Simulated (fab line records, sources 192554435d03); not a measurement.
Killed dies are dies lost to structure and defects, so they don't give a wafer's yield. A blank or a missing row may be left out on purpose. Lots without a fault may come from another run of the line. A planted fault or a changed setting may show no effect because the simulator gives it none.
A struck lot beside a sound one | flow n5_finfet | 44 steps out of a route of 1938
Sound: wafers L832.1, L832.4, L832.5. Struck: wafers L845.2, L845.4. (L845.1 of the same lot was not struck and is left out.) The cause comes at the end.
At each step with rows: each side's tool, then ch and its chambers, then its first start. Under that, the readings that differ: sound wafers | struck wafers | difference of the means | sigmas: that difference in standard deviations of wafers without a fault.
alike: readings whose means differ by less than 2 such deviations, and words and numbers that are the same on both sides. not compared: withheld readings, readings that some wafer has no value for, bounds like >300 that may hide the same value, and numbers for which the record gives no deviation and whose values overlap.
The two part at a step that has a row with sigmas, a row that says differs or no value, or rows on one side only. Numbers that don't overlap but have no deviation are shown without sigmas and don't part them. A reading that every wafer of one side lacks parts them only if that side has two wafers or more.

first, 5 steps without rows for these wafers: N5_BEOL_M7_ALD_77 (deposits TaN, target thk 2 nm, pulse time 2 s, purge time 3 s); N5_BEOL_M7_SURFACE_TREAT_79; N5_BEOL_M7_CVD_78 (deposits Co from CCTBA/H2, target thk 2 nm, time 142.3 s); N5_BEOL_M7_SPUTTER_48 (material Cu, target thk 10 nm, time 1.667 s); N5_BEOL_M7_ECD_50 (material Cu, target thk 300 nm).
N5_BEOL_M7_ANNEAL_51: time 90 s.
  sound on rtp_anneal-02 ch 0, day 11 00:14; struck on rtp_anneal-01 ch 0, day 14 17:35
  reading          | sound                | struck        | difference | sigmas
  wafer_temp_C_max | 226.43 226.20 226.30 | 225.70 225.91 | -0.50      | -2
N5_BEOL_M7_CMP_52: polishes, stops on SiCOH lowk, t overpolish 6.9 s, target thk 80 nm.
  sound on cmp-03 ch 0,1,3, day 11 00:32; struck on cmp-04 ch 0,3, day 14 17:53
  alike: barrier_field_endpoint_s, clearing_platen_rpm, motor_current_A, overpolish_run_s, time_to_endpoint_s
N5_BEOL_M7_THK_MEAS_53: measures by xrf.
  sound on film_metro-02, day 11 00:50; struck on film_metro-01, day 14 18:11
  reading     | sound          | struck    | difference | sigmas
  M7_THK (nm) | 81.6 82.4 79.9 | 75.7 77.5 | -4.7       | -2
then, 2 steps without rows for these wafers: N5_BEOL_M7_PRE_CLEAN_55 (time 15 s); N5_BEOL_M7_DEP_56 (deposits SiCN from 3MS/NH3, target thk 10 nm, time 17.5 s).
N5_BEOL_M7_RS_MEAS_57: measures by four-point-probe.
  sound on film_metro-01, day 11 00:58; struck on film_metro-01, day 14 18:19
  reading        | sound             | struck      | difference | sigmas
  M7_RS (ohm/sq) | 0.282 0.278 0.287 | 0.308 0.299 | +0.021     | +2
N5_BEOL_M7_INSPECT_58: inspects for defects (darkfield).
  sound on defect_inspect-02, day 11 01:00; struck on defect_inspect-01, day 14 18:20
  alike: raw_defect_count
N5_BEOL_M8_ILD_DEP_00: deposits SiCOH lowk from DEMS/porogen, target thk 179.75 nm, time 33.4 s.
  sound on pecvd-04 ch 0,2, day 11 01:02; struck on pecvd-04 ch 0,1, day 14 18:22
  reading                                            | sound           | struck      | difference | sigmas
  model.SiCOH_lowk_of_BEOL_M8_ILD_DEP_00.thk_nm (nm) | 173.2 178 174.8 | 130.8 130.2 | -44.8      |
  alike: heater_power_w, showerhead_plenum_p_Torr, throttle_valve_pct
then, 1 step without rows for these wafers: N5_BEOL_M8_CURE_74 (cures SiCOH lowk, time 240 s).
N5_BEOL_M8_THK_MEAS_01:
  sound on film_metro-02, day 11 01:37; struck on film_metro-01, day 14 18:59
  reading         | sound             | struck      | difference | sigmas
  M8_ILD_THK (nm) | 149.3 153.4 150.7 | 112.5 112.0 | -38.9      | -16
then, 10 steps without rows for these wafers: N5_BEOL_M8_PECVD_70 (deposits SiO2 from TEOS/O2, target thk 20 nm, time 22.7 s); N5_BEOL_M8_HM_DEP_02 (deposits TiN, target thk 20 nm); N5_BEOL_M8_COAT_59 (time 60 s, resist thk 100 nm); N5_BEOL_M8_COAT_60 (time 60 s, resist thk 35 nm); N5_BEOL_M8_COAT_05 (resist thk 90 nm); N5_BEOL_M8_EBR_07; N5_BEOL_M8_SOFTBAKE_06 (time 60 s); N5_BEOL_M8_EXPOSE_08 (exposes mask M8); N5_BEOL_M8_PEB_09 (peb time 60 s); N5_BEOL_M8_DEVELOP_10 (develop time 30 s).
N5_BEOL_M8_CD_MEAS_11: target cd 38.5 nm.
  sound on cd_sem-02 ch 0, day 11 06:03; struck on cd_sem-03 ch 0, day 14 21:46
  alike: cd_nm
N5_BEOL_M8_OVL_MEAS_12:
  sound on overlay-01 ch 0, day 11 06:05; struck on overlay-01 ch 0, day 14 21:48
  alike: M8_OVL
N5_BEOL_M8_INSPECT_13: inspects for defects (brightfield).
  sound on defect_inspect-02, day 11 06:06; struck on defect_inspect-01, day 14 21:50
  alike: raw_defect_count
N5_BEOL_M8_DESCUM_16: chemistry O2, time 7.9 s.
  sound on rie_diel-02 ch 1,2, day 11 06:08; struck on rie_diel-05 ch 1,3, day 14 22:01
  alike: drypump_motor_current_A, oes_product_au, rf_vpp_V, showerhead_plenum_p_Torr, throttle_valve_pct
  not compared: rf_hours_counter_h
then, 1 step without rows for these wafers: N5_BEOL_M8_ETCH_61 (etches SiARC in CF4, target depth 45.5 nm, time 75.8 s).
N5_BEOL_M8_ETCH_62: etches SOC in N2/H2, target depth 110 nm, overetch 22 nm, time 165 s.
  sound on rie_diel-02 ch 1,2, day 11 06:14; struck on rie_diel-05 ch 1,3, day 14 22:06
  alike: drypump_motor_current_A, oes_product_au, rf_vpp_V, showerhead_plenum_p_Torr, throttle_valve_pct
  not compared: rf_hours_counter_h
then, 1 step without rows for these wafers: N5_BEOL_M8_STRIP_68 (strips in N2/H2).
N5_BEOL_M8_STRIP_67: strips in CF4.
  sound on rie_diel-02 ch 1,2, day 11 06:22; struck on rie_diel-05 ch 1,3, day 14 22:15
  reading                | sound             | struck      | difference | sigmas
  throttle_valve_pct (%) | 13.37 13.12 13.12 | 13.69 13.88 | +0.58      | +2
  alike: drypump_motor_current_A, oes_product_au, power_w, rf_vpp_V, showerhead_plenum_p_Torr
  not compared: rf_hours_counter_h
then, 2 steps without rows for these wafers: N5_BEOL_M8_HM_OPEN_17 (chemistry Cl2/BCl3, target TiN, target depth 20 nm, overetch 6 nm); N5_BEOL_M8_STRIP_19 (strips in O2).
N5_BEOL_M8_CD_MEAS_18: pitch 80 nm, target cd 40 nm.
  sound on cd_sem-01, day 11 06:35; struck on cd_sem-02, day 14 22:36
  alike: cd_nm
then, 6 steps without rows for these wafers: N5_BEOL_M8_COAT_63 (time 60 s, resist thk 60 nm); N5_BEOL_M8_COAT_64 (time 60 s, resist thk 12 nm); N5_BEOL_M8_COAT_71 (time 60 s, resist thk 5 nm); N5_BEOL_M8_COAT_22 (resist thk 30 nm); N5_BEOL_M8_EBR_24; N5_BEOL_M8_SOFTBAKE_23 (time 60 s).
N5_BEOL_M8_CMP_52: polishes, stops on SiCOH lowk, t overpolish 6.9 s, target thk 80 nm.
  sound on cmp-03 ch 1,3, day 11 11:16; struck on cmp-01 ch 0,1, day 15 04:37
  reading                                            | sound             | struck    | difference | sigmas
  model.SiCOH_lowk_of_BEOL_M8_ILD_DEP_00.thk_nm (nm) | 146.2 150.4 147.8 | 109.4 109 | -38.9      |
  alike: clearing_platen_rpm, motor_current_A
-- the record jumps here: 3 days lie between the struck wafers' starts before and after (it left off in module BEOL_M8 and takes up again in module PASSIVATION, whose first step shown is number 1936 of the route) --
N5_PASSIVATION_PROBE_49:
  sound on prober-02, day 14 03:35; struck on prober-02, day 17 22:29
  alike: defect_limited_yield, killed_at_M0_to_M3, killed_at_M4_up, killed_at_contacts, killed_at_front_end, killed_at_other, killed_dies, killed_open, killed_short, sort_bin_5_function, sort_bin_6_memory, sort_n_pass, sort_yield_pct

WHERE THEY PART
First at N5_BEOL_M7_ANNEAL_51; last, within this record, at N5_BEOL_M8_STRIP_67. Later steps at which nothing parts them and some readings are alike: N5_BEOL_M8_CD_MEAS_18, N5_BEOL_M8_CMP_52, N5_PASSIVATION_PROBE_49.

WHY: what the simulator had put in
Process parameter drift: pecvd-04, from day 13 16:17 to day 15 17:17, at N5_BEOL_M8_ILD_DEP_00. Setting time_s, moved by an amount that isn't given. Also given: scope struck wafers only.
